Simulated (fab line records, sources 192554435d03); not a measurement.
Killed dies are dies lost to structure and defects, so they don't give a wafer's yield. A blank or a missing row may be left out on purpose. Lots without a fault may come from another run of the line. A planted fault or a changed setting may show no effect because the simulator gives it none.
fab line records | flow n5_finfet
record lots=24 wafers=72 last_day=18
route steps=1938 shown BEOL_M10@1530 BEOL_M11@1550
lots that met no fault: from a run of the same line without faults
start_h: hours from the record's first day to the start of the lot's first wafer shown | wait_h: hours since the lot's step before | " the same as in the row above | L1.1+2: a row that stands for several wafers | - no value, or no start given | * or withheld: withheld | < > ~ a bound
route shown NAME@n: a module of which the file shows steps, and the number in the route of the first | usual: mean/standard deviation of fault-free wafers | same: alike in all rows | chamber/n: place in a boat | sites: the reading at each site | _std_site: their standard deviation | _edge_site: outer sites' mean less inner sites' | radius_mm: how far each site lies from the wafer's centre | mask NAME#n: copy n | behind: the tool/chamber that last shaped the wafer | hold: why the lot was held/for how many hours/how that ended | device: the transistor (n, p or np) that didn't switch | end of line: the same wafers' tests at the end of the route | a step without rows: its recipe alone | killed: dies lost to structure and defects at the first sort, not the wafer's yield | map: a wafer's dies, x killed, . not, _ none there
set.NAME: the setting as run; set.NAME@STEP: as run at that earlier step | model.NAME: the simulator's own value behind a step, which no gauge read
steps of the route over a sample of lots; a table a step, a row a wafer
services: from which hour (start_h, from the record's first day; less than 0 if before it) a tool's chamber was out of use, for how many hours, and why
## steps
# step N5_BEOL_M10_CMP_52
# recipe stop_on=SiCOH_lowk t_overpolish_s=7 down_force_psi=1 platen_rpm=50 clearing_platen_down_force_psi=1.5 clearing_platen_rpm=50 post_cmp_clean=cu_alkaline target_thk_nm=140 clearing_platen_pad_velocity_m_s=0.99484 pad_velocity_m_s=0.99484
# usual barrier_field_endpoint_s=28.8/0.79 motor_current_A=5.8/0.74 overpolish_run_s=7.000/0.0091 time_to_endpoint_s=66/3.1
# columns lot.wafer tool chamber start_h wait_h barrier_field_endpoint_s motor_current_A overpolish_run_s time_to_endpoint_s
L074.1 cmp-01 2 226.80 0.3 29.8 6.6 7.011 69
L074.4 " 3 " " 29.3 5.7 6.999 67
L074.6 " 2 " " 30.2 6.7 7.000 73
L075.4 cmp-03 3 234.18 0.1 28.2 6.3 6.995 64
L075.3 " 1 " " 28.9 4.9 7.000 62
L075.5 " 3 " " 29.0 6.1 7.006 65
L076.3 cmp-03 0 234.56 0.2 27.4 4.9 6.999 62
L076.4 " 3 " " 27.9 6.6 7.000 64
L076.6 " 1 " " 28.4 4.9 6.991 66
L077.3 cmp-03 3 242.88 0.2 27.5 6.5 7.010 64
L077.4 " 0 " " 28.2 5.0 7.008 63
L077.6 " 3 " " 28.0 6.1 7.003 64
L078.4 cmp-03 1 253.73 0.2 28.6 5.0 7.001 66
L078.2 " 2 " " 27.9 5.4 7.003 64
L078.6 " 0 " " 27.6 4.8 6.990 63
L079.1 cmp-03 2 260.96 0.3 27.9 5.3 6.998 63
L079.4 " 3 " " 27.1 6.3 7.021 63
L079.2 " 0 " " 28.9 4.9 6.993 67
L081.4 cmp-04 2 274.87 0.1 29.5 5.2 7.014 68
L081.2 " 1 " " 28.3 6.6 6.978 68
L081.6 " 3 " " 28.8 5.7 7.003 68
L080.3 cmp-01 0 292.85 0.2 28.1 8.0 6.992 67
L080.1 " 3 " " 29.0 6.0 6.987 67
L080.6 " 1 " " 29.2 6.2 6.994 70
L083.4 cmp-01 2 295.43 0.1 30.2 6.3 7.008 74
L083.1 " 0 " " 29.0 7.2 6.992 64
L083.5 " 2 " " 30.2 6.6 7.001 73
L082.2 cmp-04 3 304.49 0.2 28.9 5.7 6.999 70
L082.1 " 0 " " 29.4 4.7 6.998 72
L082.6 " 0 " " 29.4 4.7 7.003 75
L085.2 cmp-01 0 308.15 0.3 27.5 7.5 7.008 65
L085.4 " 1 " " 28.5 6.2 7.003 67
L085.5 " 2 " " 29.5 6.4 6.996 72
L086.1 cmp-04 3 319.74 0.3 29.4 5.6 6.999 71
L086.3 " 0 " " 29.1 4.7 6.995 68
L086.5 " 3 " " 29.7 6.1 7.008 72
L087.4 cmp-03 0 320.17 0.1 28.2 5.1 6.986 66
L087.3 " 3 " " 27.5 5.9 6.999 64
L087.6 " 1 " " 29.7 4.8 6.986 67
L084.3 cmp-03 1 323.20 0.2 28.9 5.2 7.002 67
L084.5 " 0 " " 28.2 5.0 7.004 64
L084.6 " 1 " " 29.6 4.9 7.019 69
L089.4 cmp-03 1 340.59 0.2 29.0 5.0 7.007 66
L089.5 " 3 " " 28.1 6.2 6.994 61
L089.6 " 0 " " 29.9 5.0 7.002 66
L088.2 cmp-03 3 342.50 0.2 27.6 6.3 7.006 63
L088.6 " 3 " " 28.6 6.1 7.010 65
L088.5 " 0 " " 29.1 5.1 6.995 63
L091.1 cmp-01 2 346.00 0.3 29.5 6.5 7.003 72
L091.2 " 3 " " 27.2 6.1 6.983 67
L091.3 " 0 " " 28.1 7.1 7.001 66
L094.1 cmp-03 1 353.44 0.3 28.9 4.9 7.024 69
L094.4 " 2 " " 28.8 5.5 6.983 67
L094.6 " 1 " " 30.0 4.9 7.004 67
L090.1 cmp-01 0 363.57 0.3 27.5 7.3 6.991 63
L090.3 " 2 " " 28.7 6.6 6.982 69
L090.5 " 3 " " 27.9 5.6 7.009 62
L096.2 cmp-03 0 370.02 0.3 28.8 5.2 6.999 62
L096.4 " 1 " " 29.0 5.2 6.999 66
L096.6 " 2 " " 27.8 5.3 6.998 59
L092.3 cmp-01 3 370.54 0.3 28.7 6.1 7.009 63
L092.5 " 1 " " 28.6 6.2 7.005 66
L092.6 " 2 " " 29.2 6.1 6.993 71
L093.2 cmp-01 3 371.24 0.2 29.8 6.0 7.000 64
L093.5 " 2 " " 29.2 6.2 6.991 68
L093.6 " 3 " " 28.7 6.0 7.006 63
L095.3 cmp-01 0 375.55 0.2 27.5 7.1 6.995 61
L095.4 " 2 " " 30.0 6.5 7.013 68
L095.1 " 3 " " 27.9 6.0 7.010 66
L097.1 cmp-01 2 382.41 0.3 30.4 6.2 7.007 70
L097.5 " 1 " " 30.1 6.1 7.004 67
L097.6 " 2 " " 31.0 6.4 7.018 72
# step N5_BEOL_M10_THK_MEAS_53
# recipe thk_meas_gauge=xrf reads=Cu_of_BEOL_M10_ECD_50
# usual M10_THK=141/3.3
# columns lot.wafer tool chamber start_h wait_h M10_THK[nm]
L074.1 film_metro-01 - 227.10 - 139
L074.4 " - " " 137
L074.6 " - " " 141
L075.3 film_metro-01 - 234.48 - 141
L075.4 " - " " 139
L075.5 " - " " 140
L076.3 film_metro-01 - 234.86 - 141
L076.4 " - " " 142
L076.6 " - " " 144
L077.3 film_metro-01 - 243.18 - 141
L077.4 " - " " 139
L077.6 " - " " 146
L078.2 film_metro-02 - 253.98 - 144
L078.4 " - " " 137
L078.6 " - " " 144
L079.1 film_metro-01 - 261.22 - 140
L079.2 " - " " 140
L079.4 " - " " 144
L081.2 film_metro-02 - 275.16 - 140
L081.4 " - " " 139
L081.6 " - " " 143
L080.1 film_metro-01 - 293.14 - 142
L080.3 " - " " 138
L080.6 " - " " 142
L083.1 film_metro-02 - 295.72 - 139
L083.4 " - " " 136
L083.5 " - " " 142
L082.1 film_metro-02 - 304.79 - 140
L082.2 " - " " 140
L082.6 " - " " 142
L085.2 film_metro-01 - 308.37 - 140
L085.4 " - " " 140
L085.5 " - " " 141
L086.1 film_metro-02 - 320.04 - 140
L086.3 " - " " 142
L086.5 " - " " 142
L087.3 film_metro-02 - 320.47 - 143
L087.4 " - " " 140
L087.6 " - " " 145
L084.3 film_metro-02 - 323.46 - 137
L084.5 " - " " 139
L084.6 " - " " 140
L089.4 film_metro-01 - 340.81 - 141
L089.5 " - " " 139
L089.6 " - " " 138
L088.2 film_metro-01 - 342.80 - 138
L088.5 " - " " 144
L088.6 " - " " 141
L091.1 film_metro-02 - 346.26 - 139
L091.2 " - " " 138
L091.3 " - " " 150
L094.1 film_metro-02 - 353.69 - 137
L094.4 " - " " 137
L094.6 " - " " 145
L090.1 film_metro-01 - 363.83 - 137
L090.3 " - " " 142
L090.5 " - " " 137
L096.2 film_metro-01 - 370.24 - 141
L096.4 " - " " 140
L096.6 " - " " 140
L092.3 film_metro-01 - 370.76 - 137
L092.5 " - " " 146
L092.6 " - " " 138
L093.2 film_metro-01 - 371.50 - 146
L093.5 " - " " 139
L093.6 " - " " 147
L095.1 film_metro-02 - 375.84 - 137
L095.3 " - " " 140
L095.4 " - " " 146
L097.1 film_metro-02 - 382.67 - 139
L097.5 " - " " 138
L097.6 " - " " 144
# step N5_BEOL_M11_OVL_MEAS_12
# recipe points_per_wafer=44
# usual M11_OVL=0.3/0.71
# columns lot.wafer tool chamber start_h wait_h M11_OVL[nm]
L074.1 overlay-01 0 229.16 0.0 0.1
L074.4 " 0 " " 1.6
L074.6 " 0 " " 0.9
L076.3 overlay-01 0 237.73 0.0 0.6
L076.4 " 0 " " -0.2
L076.6 " 0 " " 0.9
L075.3 overlay-02 0 237.96 0.0 0.0
L075.4 " 0 " " 0.8
L075.5 " 0 " " 1.1
L077.3 overlay-01 0 244.59 0.0 2.0
L077.4 " 0 " " -0.3
L077.6 " 0 " " 0.8
L078.2 overlay-02 0 255.85 0.0 -0.8
L078.4 " 0 " " -0.3
L078.6 " 0 " " 0.3
L079.1 overlay-01 0 265.74 0.0 1.4
L079.2 " 0 " " 0.6
L079.4 " 0 " " 1.3
L081.2 overlay-02 0 279.26 0.0 0.3
L081.4 " 0 " " 0.8
L081.6 " 0 " " 0.2
L080.1 overlay-02 0 295.52 0.0 -2.4
L080.3 " 0 " " -0.1
L080.6 " 0 " " -0.7
L083.1 overlay-01 0 299.23 0.0 0.4
L083.4 " 0 " " 0.9
L083.5 " 0 " " 0.2
L082.1 overlay-01 0 307.98 0.0 0.4
L082.2 " 0 " " -1.8
L082.6 " 0 " " -0.3
L085.2 overlay-02 0 313.03 0.0 0.5
L085.4 " 0 " " 0.4
L085.5 " 0 " " 0.5
L086.1 overlay-01 0 323.00 0.0 -2.4
L086.3 " 0 " " -0.8
L086.5 " 0 " " 0.3
L087.3 overlay-01 0 323.29 0.0 0.5
L087.4 " 0 " " 1.0
L087.6 " 0 " " 0.5
L084.3 overlay-02 0 326.40 0.0 -0.1
L084.5 " 0 " " 0.3
L084.6 " 0 " " -0.1
L089.4 overlay-01 0 343.00 0.0 0.0
L089.5 " 0 " " -0.3
L089.6 " 0 " " -0.5
L088.2 overlay-02 0 347.53 0.0 0.3
L088.5 " 0 " " 0.0
L088.6 " 0 " " 0.6
L091.1 overlay-01 0 348.22 0.0 0.5
L091.2 " 0 " " -0.7
L091.3 " 0 " " -0.2
L094.1 overlay-01 0 356.44 0.0 -0.2
L094.4 " 0 " " 0.9
L094.6 " 0 " " 0.4
L090.1 overlay-01 0 366.22 0.0 -0.4
L090.3 " 0 " " 1.3
L090.5 " 0 " " 1.7
L096.2 overlay-01 0 373.47 0.0 0.4
L096.4 " 0 " " -0.1
L096.6 " 0 " " -0.1
L092.3 overlay-01 0 373.67 0.0 0.7
L092.5 " 0 " " -0.3
L092.6 " 0 " " 0.5
L093.2 overlay-01 0 373.84 0.0 0.4
L093.5 " 0 " " 0.8
L093.6 " 0 " " 1.1
L095.1 overlay-02 0 378.95 0.0 1.0
L095.3 " 0 " " 0.5
L095.4 " 0 " " 1.6
L097.1 overlay-01 0 384.19 0.0 0.5
L097.5 " 0 " " 0.0
L097.6 " 0 " " 1.2
# step N5_BEOL_M11_ETCH_66
# recipe chemistry=N2/H2 target=SOC target_depth_a=1200 overetch_a=240 mask_material=SiARC temp_c=40 time_s=180 ion_energy_ev=200 pressure_mtorr=30 source_w=840 bias_w=150 n2_flow_sccm=200 h2_flow_sccm=200
# usual bias_w=150.0/0.45 drypump_motor_current_A=5.9/0.7 oes_product_au=0.61/0.041 rf_fwd_power_W=836.3/2.9 rf_vpp_V=523.2/2.1 showerhead_plenum_p_Torr=2.52/0.074 temp_c=39.99/0.12 throttle_valve_pct=17.73/0.22
# columns lot.wafer tool chamber start_h wait_h bias_w drypump_motor_current_A oes_product_au rf_fwd_power_W rf_hours_counter_h rf_vpp_V showerhead_plenum_p_Torr temp_c throttle_valve_pct
L074.1 rie_diel-01 3 231.73 0.0 149.3 6.4 0.70 839.2 54 523.7 2.48 39.82 17.74
L074.4 " 2 " " 149.9 5.2 0.57 838.8 178 521.9 2.53 39.95 17.60
L074.6 " 2 " " 150.4 5.2 0.58 834.1 - 523.7 2.53 39.82 17.59
L076.3 rie_diel-01 3 241.48 0.0 150.1 6.4 0.69 836.7 55 521.0 2.48 40.12 17.73
L076.4 " 1 " " 149.7 4.9 0.57 835.2 214 518.6 2.40 39.97 17.89
L076.6 " 1 " " 149.1 4.9 0.57 837.1 - 521.0 2.40 40.02 17.91
L075.3 rie_diel-04 2 241.81 0.0 149.5 6.5 0.70 843.6 33 522.5 2.47 39.96 17.35
L075.4 " 0 " " 149.6 5.4 0.58 836.8 205 527.0 2.64 39.89 17.79
L075.5 " 2 " " 150.6 6.5 0.70 843.9 - 522.1 2.47 39.94 17.34
L077.3 rie_diel-03 1 246.01 0.0 150.3 5.3 0.66 838.8 62 525.0 2.57 40.00 17.24
L077.4 " 3 " " 148.9 6.5 0.57 837.5 220 522.6 2.52 39.94 17.99
L077.6 " 2 " " 149.9 6.6 0.60 837.3 - 521.9 2.41 39.98 17.93
L078.2 rie_diel-03 2 257.04 0.0 149.9 6.6 0.60 832.8 195 519.8 2.41 40.07 17.94
L078.4 " 2 " " 149.7 6.6 0.61 832.0 - 520.9 2.41 39.85 17.92
L078.6 " 1 " " 151.2 5.3 0.66 839.6 - 526.5 2.57 39.90 17.26
L079.1 rie_diel-04 0 267.09 0.0 149.0 5.4 0.57 837.3 213 525.6 2.63 40.10 17.82
L079.2 " 1 " " 149.4 4.7 0.58 836.3 184 525.2 2.65 40.03 17.86
L079.4 " 3 " " 150.7 6.8 0.65 829.0 87 522.0 2.46 39.94 17.76
L081.2 rie_diel-03 1 281.60 0.0 150.3 5.3 0.66 836.5 72 525.1 2.57 40.06 17.28
L081.4 " 0 " " 150.1 6.4 0.64 834.8 116 524.2 2.56 40.24 17.71
L081.6 " 3 " " 149.3 6.5 0.57 835.0 - 522.3 2.52 39.93 18.01
L080.1 rie_diel-04 2 297.94 0.0 149.9 6.5 0.68 839.7 50 521.9 2.47 40.14 17.37
L080.3 " 3 " " 149.9 6.8 0.65 830.6 96 521.8 2.46 39.79 17.79
L080.6 " 2 " " 150.0 6.5 0.68 837.7 - 523.8 2.46 39.95 17.35
L083.1 rie_diel-03 0 301.99 0.0 150.4 6.4 0.63 838.4 123 525.1 2.55 40.09 17.73
L083.4 " 0 " " 151.3 6.4 0.64 840.1 - 525.5 2.55 39.99 17.73
L083.5 " 2 " " 150.0 6.6 0.59 835.2 - 521.5 2.41 39.88 17.95
L082.1 rie_diel-01 0 312.47 0.0 150.4 5.6 0.62 838.7 155 523.0 2.54 40.01 17.85
L082.2 " 2 " " 150.2 5.2 0.57 834.0 200 522.3 2.52 39.87 17.63
L082.6 " 3 " " 150.4 6.4 0.67 839.5 - 523.2 2.48 39.97 17.76
L085.2 rie_diel-03 2 315.79 0.0 150.5 6.6 0.59 836.4 211 519.3 2.40 39.96 17.95
L085.4 " 3 " " 150.1 6.5 0.58 831.5 237 523.4 2.51 39.90 18.03
L085.5 " 1 " " 150.4 5.4 0.66 834.3 - 526.1 2.57 39.76 17.28
L087.3 rie_diel-01 1 325.55 0.0 149.5 4.9 0.55 835.6 237 519.7 2.39 39.92 17.95
L087.4 " 3 " " 149.6 6.4 0.67 835.6 77 521.6 2.47 39.92 17.78
L087.6 " 3 " " 149.7 6.4 0.67 838.3 - 523.1 2.47 39.82 17.77
L086.1 rie_diel-04 0 325.78 0.0 149.8 5.4 0.57 836.4 228 525.6 2.63 40.15 17.84
L086.3 " 1 " " 150.2 4.7 0.58 831.8 199 527.1 2.64 39.70 17.86
L086.5 " 3 " " 150.1 6.8 0.64 834.8 - 518.3 2.46 39.91 17.81
L084.3 rie_diel-03 1 329.53 0.0 150.0 5.3 0.64 836.5 82 524.7 2.56 40.23 17.29
L084.5 " 0 " " 149.5 6.4 0.63 840.2 - 523.5 2.55 40.29 17.73
L084.6 " 1 " " 150.3 5.3 0.65 837.8 - 525.5 2.56 40.13 17.28
L089.4 rie_diel-04 2 346.32 0.0 149.3 6.5 0.66 838.8 67 522.7 2.46 40.02 17.39
L089.5 " 3 " " 149.5 6.7 0.64 835.2 - 521.8 2.45 40.02 17.81
L089.6 " 2 " " 149.9 6.5 0.66 835.1 - 520.8 2.46 40.11 17.40
L091.1 rie_diel-03 2 350.77 0.0 150.4 6.7 0.58 837.8 223 521.3 2.40 40.11 17.98
L091.2 " 3 " " 149.7 6.4 0.56 834.6 246 522.8 2.51 39.96 18.03
L091.3 " 0 " " 150.1 6.4 0.62 836.8 137 523.1 2.55 40.38 17.74
L088.2 rie_diel-04 3 350.96 0.0 150.3 6.8 0.64 831.3 109 522.0 2.45 40.03 17.81
L088.5 " 1 " " 149.8 4.7 0.57 836.5 - 526.5 2.64 39.91 17.87
L088.6 " 0 " " 149.6 5.4 0.57 834.8 - 525.6 2.62 40.03 17.84
L094.1 rie_diel-01 2 359.15 0.0 150.0 5.2 0.56 836.4 214 522.0 2.52 39.98 17.65
L094.4 " 1 " " 150.1 4.9 0.55 833.1 247 519.4 2.39 40.19 17.94
L094.6 " 3 " " 150.2 6.4 0.66 829.7 - 521.7 2.47 39.85 17.78
L090.1 rie_diel-01 1 367.41 0.0 148.9 4.9 0.55 833.1 249 519.5 2.39 39.92 17.97
L090.3 " 0 " " 149.8 5.6 0.62 839.8 171 524.6 2.54 39.87 17.86
L090.5 " 0 " " 150.4 5.6 0.61 839.2 - 524.2 2.54 40.03 17.86
L096.2 rie_diel-04 1 374.83 0.0 150.0 4.7 0.57 840.0 211 525.4 2.64 40.08 17.87
L096.4 " 2 " " 150.3 6.5 0.66 837.9 76 521.3 2.45 40.01 17.43
L096.6 " 1 " " 149.6 4.7 0.57 839.3 - 524.4 2.64 40.13 17.87
L093.2 rie_diel-04 0 375.43 0.0 150.2 5.4 0.55 833.3 240 525.7 2.62 40.00 17.85
L093.5 " 0 " " 150.5 5.4 0.56 833.4 - 526.6 2.62 40.05 17.88
L093.6 " 3 " " 150.5 6.8 0.63 832.7 - 522.0 2.45 40.02 17.83
L092.3 rie_diel-03 0 375.53 0.0 150.5 6.4 0.61 838.1 148 522.8 2.54 39.99 17.77
L092.5 " 2 " " 150.2 6.7 0.58 835.1 - 521.4 2.40 40.10 17.99
L092.6 " 0 " " 150.1 6.4 0.61 837.5 - 526.2 2.54 40.03 17.78
L095.1 rie_diel-01 0 381.28 0.1 150.2 5.6 0.61 840.5 175 522.9 2.53 39.95 17.87
L095.3 " 2 " " 150.4 5.2 0.55 836.3 - 522.2 2.51 40.12 17.67
L095.4 " 0 " " 149.6 5.6 0.61 835.8 - 524.6 2.53 39.95 17.88
L097.1 rie_diel-04 3 385.98 0.0 150.6 6.7 0.62 836.5 120 521.5 2.45 40.01 17.83
L097.5 " 0 " " 149.7 5.4 0.56 835.0 - 524.4 2.62 40.10 17.87
L097.6 " 3 " " 150.8 6.7 0.61 829.5 - 520.2 2.45 39.94 17.82
# step N5_BEOL_M11_ETCH_41
# recipe chemistry=CH3F/O2 target=SiCN target_depth_a=426 taper_deg=2 time_s=86 ion_energy_ev=120 mask_material=TiN pressure_mtorr=30 source_w=395 bias_w=75 Ar_flow_sccm=150 CH3F_flow_sccm=30 O2_flow_sccm=20
# usual bias_w=75.02/0.25 drypump_motor_current_A=5.9/0.7 oes_product_au=0.75/0.051 rf_fwd_power_W=391.8/1.4 rf_vpp_V=296.9/1.4 showerhead_plenum_p_Torr=1.98/0.053 throttle_valve_pct=16.24/0.17
# columns lot.wafer tool chamber start_h wait_h bias_w drypump_motor_current_A oes_product_au rf_fwd_power_W rf_hours_counter_h rf_vpp_V showerhead_plenum_p_Torr throttle_valve_pct
L074.1 rie_diel-01 3 - - 75.31 6.4 0.85 392.7 54 297.3 1.96 16.22
L074.4 " 2 " " 75.32 5.2 0.71 392.9 178 297.2 2.00 16.11
L074.6 " 2 " " 75.05 5.2 0.71 391.1 - 296.1 2.00 16.11
L076.3 rie_diel-01 3 - - 75.25 6.4 0.84 390.4 55 297.5 1.96 16.24
L076.4 " 1 " " 74.90 4.9 0.69 387.9 214 296.4 1.90 16.42
L076.6 " 1 " " 74.83 4.9 0.69 388.2 - 293.9 1.90 16.41
L075.3 rie_diel-04 2 - - 75.19 6.5 0.85 392.4 33 296.0 1.96 16.00
L075.4 " 0 " " 75.16 5.4 0.71 392.8 206 296.9 2.06 16.28
L075.5 " 2 " " 74.95 6.4 0.85 393.4 - 296.9 1.96 16.00
L077.3 rie_diel-03 1 - - 75.11 5.3 0.81 392.1 62 297.8 2.03 15.88
L077.4 " 3 " " 75.25 6.4 0.71 389.8 220 297.4 1.96 16.36
L077.6 " 2 " " 74.80 6.6 0.74 391.8 - 295.6 1.90 16.43
L078.2 rie_diel-03 2 - - 74.71 6.6 0.73 394.3 195 296.1 1.90 16.44
L078.4 " 2 " " 75.11 6.6 0.74 391.2 - 294.7 1.90 16.43
L078.6 " 1 " " 75.44 5.3 0.81 391.2 - 297.0 2.03 15.87
L079.1 rie_diel-04 0 - - 75.49 5.4 0.70 391.6 213 298.4 2.05 16.29
L079.2 " 1 " " 75.40 4.7 0.72 392.3 184 300.2 2.07 16.23
L079.4 " 3 " " 75.13 6.7 0.80 390.9 87 296.4 1.93 16.19
L081.2 rie_diel-03 1 - - 74.67 5.4 0.81 390.6 72 298.7 2.03 15.87
L081.4 " 0 " " 74.99 6.4 0.76 392.1 116 297.3 1.99 16.11
L081.6 " 3 " " 74.91 6.5 0.71 389.4 - 295.2 1.96 16.35
L080.1 rie_diel-04 2 - - 75.41 6.5 0.83 392.4 50 295.7 1.95 16.04
L080.3 " 3 " " 75.09 6.7 0.79 389.0 96 296.5 1.93 16.19
L080.6 " 2 " " 75.19 6.5 0.83 390.7 - 295.4 1.95 16.05
L083.1 rie_diel-03 0 - - 74.86 6.4 0.77 393.9 123 296.9 1.99 16.11
L083.4 " 0 " " 74.39 6.4 0.76 393.0 - 298.0 1.99 16.12
L083.5 " 2 " " 75.01 6.6 0.73 391.3 - 295.2 1.90 16.45
L082.1 rie_diel-01 0 - - 75.55 5.6 0.77 393.2 156 297.3 2.01 16.50
L082.2 " 2 " " 75.20 5.2 0.68 391.4 200 296.0 1.99 16.14
L082.6 " 3 " " 75.35 6.4 0.81 391.9 - 295.4 1.95 16.25
L085.2 rie_diel-03 2 - - 75.29 6.6 0.73 391.4 211 293.9 1.90 16.47
L085.4 " 3 " " 75.40 6.4 0.70 389.5 237 295.8 1.96 16.39
L085.5 " 1 " " 74.98 5.4 0.79 392.7 - 297.3 2.02 15.89
L087.3 rie_diel-01 1 - - 75.21 4.8 0.67 392.3 237 294.9 1.89 16.47
L087.4 " 3 " " 74.35 6.4 0.81 391.1 77 295.8 1.95 16.27
L087.6 " 3 " " 74.92 6.4 0.81 390.7 - 295.6 1.95 16.27
L086.1 rie_diel-04 0 - - 75.10 5.4 0.69 391.3 228 298.9 2.05 16.31
L086.3 " 1 " " 75.02 4.7 0.70 391.8 199 299.0 2.07 16.26
L086.5 " 3 " " 75.25 6.8 0.78 390.1 - 296.4 1.93 16.22
L084.3 rie_diel-03 1 - - 75.20 5.3 0.79 390.3 82 298.4 2.02 15.91
L084.5 " 0 " " 75.03 6.4 0.75 392.7 - 296.9 1.99 16.13
L084.6 " 1 " " 75.16 5.3 0.79 391.3 - 298.1 2.02 15.90
L089.4 rie_diel-04 2 - - 75.49 6.5 0.82 393.0 67 296.9 1.94 16.04
L089.5 " 3 " " 75.40 6.7 0.78 390.5 - 296.5 1.93 16.24
L089.6 " 2 " " 75.22 6.5 0.80 391.2 - 296.6 1.94 16.07
L091.1 rie_diel-03 2 - - 75.03 6.6 0.70 392.3 223 296.0 1.89 16.47
L091.2 " 3 " " 74.97 6.4 0.69 389.9 246 295.9 1.95 16.38
L091.3 " 0 " " 75.15 6.4 0.75 393.7 137 297.7 1.99 16.14
L088.2 rie_diel-04 3 - - 75.05 6.7 0.78 391.8 109 296.0 1.93 16.21
L088.5 " 1 " " 75.01 4.7 0.70 392.6 - 299.3 2.06 16.27
L088.6 " 0 " " 75.03 5.4 0.70 391.5 - 296.9 2.05 16.31
L094.1 rie_diel-01 2 - - 74.80 5.2 0.67 390.3 214 296.9 1.99 16.19
L094.4 " 1 " " 74.84 4.9 0.67 390.7 247 295.9 1.89 16.49
L094.6 " 3 " " 75.38 6.4 0.80 392.1 - 297.4 1.95 16.29
L090.1 rie_diel-01 1 - - 75.11 4.9 0.67 390.2 249 296.7 1.89 16.49
L090.3 " 0 " " 74.75 5.6 0.76 392.3 171 297.6 2.01 16.51
L090.5 " 0 " " 74.94 5.6 0.76 391.3 - 297.9 2.01 16.52
L096.2 rie_diel-04 1 - - 74.79 4.7 0.69 391.3 211 299.1 2.06 16.29
L096.4 " 2 " " 74.79 6.5 0.79 392.7 76 295.3 1.94 16.09
L096.6 " 1 " " 74.85 4.7 0.70 392.9 - 299.0 2.06 16.29
L093.2 rie_diel-04 0 - - 75.45 5.3 0.68 391.8 240 298.1 2.04 16.34
L093.5 " 0 " " 75.09 5.4 0.68 392.6 - 297.9 2.04 16.35
L093.6 " 3 " " 75.16 6.7 0.78 391.0 - 296.8 1.93 16.24
L092.3 rie_diel-03 0 - - 74.94 6.4 0.74 392.7 148 296.4 1.98 16.16
L092.5 " 2 " " 74.80 6.6 0.70 393.3 - 295.5 1.89 16.49
L092.6 " 0 " " 74.73 6.4 0.75 393.6 - 298.3 1.98 16.17
L095.1 rie_diel-01 0 - - 75.02 5.6 0.76 391.6 176 295.9 2.00 16.53
L095.3 " 2 " " 74.50 5.2 0.67 391.4 - 296.4 1.98 16.19
L095.4 " 0 " " 74.95 5.6 0.75 392.6 - 298.1 2.01 16.53
L097.1 rie_diel-04 3 - - 75.14 6.7 0.78 392.2 120 295.0 1.92 16.25
L097.5 " 0 " " 74.81 5.4 0.68 391.3 - 299.0 2.04 16.33
L097.6 " 3 " " 74.76 6.8 0.79 393.2 - 296.6 1.92 16.26
# step N5_BEOL_M11_DEGAS_44
# recipe ambient=vacuum temp_c=250 time_s=60
# usual heater_power_w=338/33
# columns lot.wafer tool chamber start_h wait_h heater_power_w
L074.1 pvd_sputter-03 - 232.65 0.3 356
L074.4 " - " " 334
L074.6 " - " " 295
L076.3 pvd_sputter-03 - 242.42 0.2 289
L076.4 " - " " 346
L076.6 " - " " 346
L075.3 pvd_sputter-02 - 242.74 0.2 335
L075.4 " - " " 343
L075.5 " - " " 343
L077.3 pvd_sputter-02 - 247.00 0.2 334
L077.4 " - " " 357
L077.6 " - " " 340
L078.2 pvd_sputter-01 - 258.15 0.4 393
L078.4 " - " " 295
L078.6 " - " " 300
L079.1 pvd_sputter-01 - 268.02 0.3 399
L079.2 " - " " 299
L079.4 " - " " 303
L081.2 pvd_sputter-02 - 282.58 0.3 335
L081.4 " - " " 335
L081.6 " - " " 367
L080.1 pvd_sputter-02 - 299.11 0.4 369
L080.3 " - " " 348
L080.6 " - " " 330
L083.1 pvd_sputter-03 - 303.35 0.7 331
L083.4 " - " " 357
L083.5 " - " " 332
L082.1 pvd_sputter-01 - 313.48 0.4 383
L082.2 " - " " 372
L082.6 " - " " 395
L085.2 pvd_sputter-01 - 316.80 0.3 294
L085.4 " - " " 368
L085.5 " - " " 362
L087.3 pvd_sputter-01 - 326.56 0.3 300
L087.4 " - " " 296
L087.6 " - " " 399
L086.1 pvd_sputter-01 - 327.26 0.8 398
L086.3 " - " " 296
L086.5 " - " " 288
L084.3 pvd_sputter-01 - 330.52 0.2 299
L084.5 " - " " 381
L084.6 " - " " 294
L089.4 pvd_sputter-01 - 347.61 0.4 354
L089.5 " - " " 304
L089.6 " - " " 298
L091.1 pvd_sputter-01 - 351.70 0.3 383
L091.2 " - " " 300
L091.3 " - " " 358
L088.2 pvd_sputter-01 - 351.94 0.3 298
L088.5 " - " " 366
L088.6 " - " " 394
L094.1 pvd_sputter-02 - 360.34 0.3 335
L094.4 " - " " 324
L094.6 " - " " 365
L090.1 pvd_sputter-01 - 369.60 1.5 294
L090.3 " - " " 396
L090.5 " - " " 292
L096.2 pvd_sputter-02 - 375.95 0.4 348
L096.4 " - " " 331
L096.6 " - " " 360
L093.2 pvd_sputter-02 - 376.37 0.2 327
L093.5 " - " " 366
L093.6 " - " " 351
L092.3 pvd_sputter-03 - 378.24 1.8 291
L092.5 " - " " 341
L092.6 " - " " 348
L095.1 pvd_sputter-02 - 383.03 0.9 344
L095.3 " - " " 329
L095.4 " - " " 368
L097.1 pvd_sputter-01 - 387.33 0.7 294
L097.5 " - " " 302
L097.6 " - " " 362
## services
# columns tool chamber start_h hours kind
rie_diel-01 1 203.97 4.9 repair
cmp-03 - 205.24 4.4 pm
cmp-01 - 213.33 1.3 repair
rie_diel-01 3 233.71 4.6 repair
cmp-04 - 236.49 3.8 pm
cmp-01 - 243.11 5.2 pm
rie_diel-03 - 247.81 0.9 repair
rie_diel-03 1 292.57 11.4 repair
cmp-01 - 305.18 1.3 repair
rie_diel-04 - 307.34 1.1 repair
rie_diel-03 3 329.30 4.3 repair
rie_diel-04 3 332.64 7.5 repair
rie_diel-04 0 334.08 6.7 repair
cmp-04 - 339.29 33.9 repair
rie_diel-03 3 348.00 1.3 repair
cmp-03 - 356.08 2.3 repair
rie_diel-03 3 361.07 - clean
rie_diel-03 3 361.07 - consumable_replace:focus_ring
rie_diel-03 3 361.07 29.4 scheduled_down
rie_diel-03 3 361.07 29.4 vent_cycle
rie_diel-01 1 372.75 - clean
rie_diel-01 1 372.75 - consumable_replace:focus_ring
cmp-04 - 375.51 4.0 pm
rie_diel-01 3 380.65 7.9 repair
## key
fault none
